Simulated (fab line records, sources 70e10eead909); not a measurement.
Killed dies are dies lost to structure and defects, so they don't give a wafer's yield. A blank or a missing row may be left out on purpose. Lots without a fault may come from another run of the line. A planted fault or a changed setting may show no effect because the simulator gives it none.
Chamber matching | flow nand_harc | NHARC_A_CONTACT_ETCH_102 on rie_diel-02: 4 sister chambers
The step etches the open film in CF4/O2, target depth 100 nm, overetch 10 nm, time 55 s. 36 wafers are shown with their chamber, then 12 later ones without.

WAFERS WITH THEIR CHAMBER
wafer  | chamber | showerhead_plenum_p_Torr (Torr) | drypump_motor_current_A (A) | rf_vpp_V (V)
L076.2 | 1       | 1.44                            | 6.06                        | 200.4
L076.3 | 0       | 1.44                            | 6.23                        | 197.3
L076.6 | 1       | 1.44                            | 6.03                        | 198.3
L074.2 | 2       | 1.39                            | 6.37                        | 199.7
L074.3 | 1       | 1.43                            | 6.03                        | 199.7
L074.4 | 0       | 1.44                            | 6.21                        | 198.6
L080.3 | 3       | 1.24                            | 5.60                        | 196.4
L080.4 | 0       | 1.44                            | 6.24                        | 198.2
L080.5 | 3       | 1.24                            | 5.61                        | 196.1
L079.1 | 1       | 1.43                            | 6.03                        | 199.1
L079.4 | 0       | 1.44                            | 6.21                        | 199.4
L079.6 | 3       | 1.24                            | 5.59                        | 196.2
L081.2 | 2       | 1.39                            | 6.37                        | 198.3
L081.3 | 1       | 1.43                            | 6.03                        | 200.6
L081.6 | 2       | 1.39                            | 6.41                        | 198.3
L083.3 | 0       | 1.44                            | 6.22                        | 199.3
L083.4 | 2       | 1.39                            | 6.37                        | 198.3
L083.6 | 1       | 1.43                            | 5.99                        | 200.0
L085.3 | 2       | 1.39                            | 6.36                        | 198.2
L085.5 | 1       | 1.43                            | 6.00                        | 197.5
L085.6 | 2       | 1.39                            | 6.35                        | 198.6
L089.2 | 0       | 1.44                            | 6.24                        | 199.5
L089.3 | 3       | 1.24                            | 5.60                        | 195.2
L089.4 | 2       | 1.39                            | 6.37                        | 199.3
L087.2 | 3       | 1.24                            | 5.60                        | 195.1
L087.5 | 3       | 1.24                            | 5.59                        | 195.8
L087.6 | 2       | 1.38                            | 6.36                        | 199.2
L091.2 | 2       | 1.38                            | 6.39                        | 198.3
L091.4 | 0       | 1.44                            | 6.25                        | 199.5
L091.5 | 3       | 1.24                            | 5.60                        | 196.2
L090.1 | 0       | 1.44                            | 6.21                        | 200.8
L090.2 | 2       | 1.38                            | 6.40                        | 198.9
L090.3 | 3       | 1.24                            | 5.60                        | 195.2
L093.1 | 2       | 1.38                            | 6.36                        | 198.6
L093.2 | 0       | 1.43                            | 6.26                        | 200.5
L093.4 | 3       | 1.24                            | 5.60                        | 194.8

SIGNATURES (means of the wafers above)
reading                  | chamber 0 | chamber 1 | chamber 2 | chamber 3 | scatter within a chamber
showerhead_plenum_p_Torr | 1.4389    | 1.4329    | 1.3864    | 1.2400    | 0.0039
drypump_motor_current_A  | 6.2300    | 6.0243    | 6.3736    | 5.5989    | 0.0174
rf_vpp_V                 | 199.233   | 199.371   | 198.700   | 195.667   | 0.841
Rule: a wafer's distance from a chamber is the root of the sum, over the readings, of the square of ((its reading less the chamber's mean) divided by the reading's scatter). The wafer belongs to the nearest chamber; if the next one is less than 2 further off, it can't be placed. The scatter: the root of (the sum of the squares of (reading less its chamber's mean) over the shown wafers, divided by (wafers less chambers)).

WAFERS WITHOUT THEIR CHAMBER
wafer  | showerhead_plenum_p_Torr (Torr) | drypump_motor_current_A (A) | rf_vpp_V (V)
L094.1 | 1.38                            | 6.38                        | 201.0
L094.2 | 1.43                            | 6.22                        | 197.8
L094.4 | 1.23                            | 5.62                        | 196.4
L095.2 | 1.23                            | 5.60                        | 194.4
L095.4 | 1.43                            | 6.20                        | 200.1
L095.5 | 1.43                            | 6.23                        | 200.2
L096.2 | 1.23                            | 5.63                        | 195.0
L096.4 | 1.38                            | 6.40                        | 198.4
L096.6 | 1.38                            | 6.35                        | 198.8
L097.2 | 1.38                            | 6.37                        | 199.2
L097.4 | 1.43                            | 6.20                        | 199.6
L097.6 | 1.23                            | 5.60                        | 197.1

WHICH CHAMBER EACH WENT THROUGH
wafer  | from the rows above | in truth
L094.1 | 2                   | 2
L094.2 | 0                   | 0
L094.4 | 3                   | 3
L095.2 | 3                   | 3
L095.4 | 0                   | 0
L095.5 | 0                   | 0
L096.2 | 3                   | 3
L096.4 | 2                   | 2
L096.6 | 2                   | 2
L097.2 | 2                   | 2
L097.4 | 0                   | 0
L097.6 | 3                   | 3
Placed correctly: 12 of 12. Can't be placed from these rows: 0. Placed wrongly: 0.
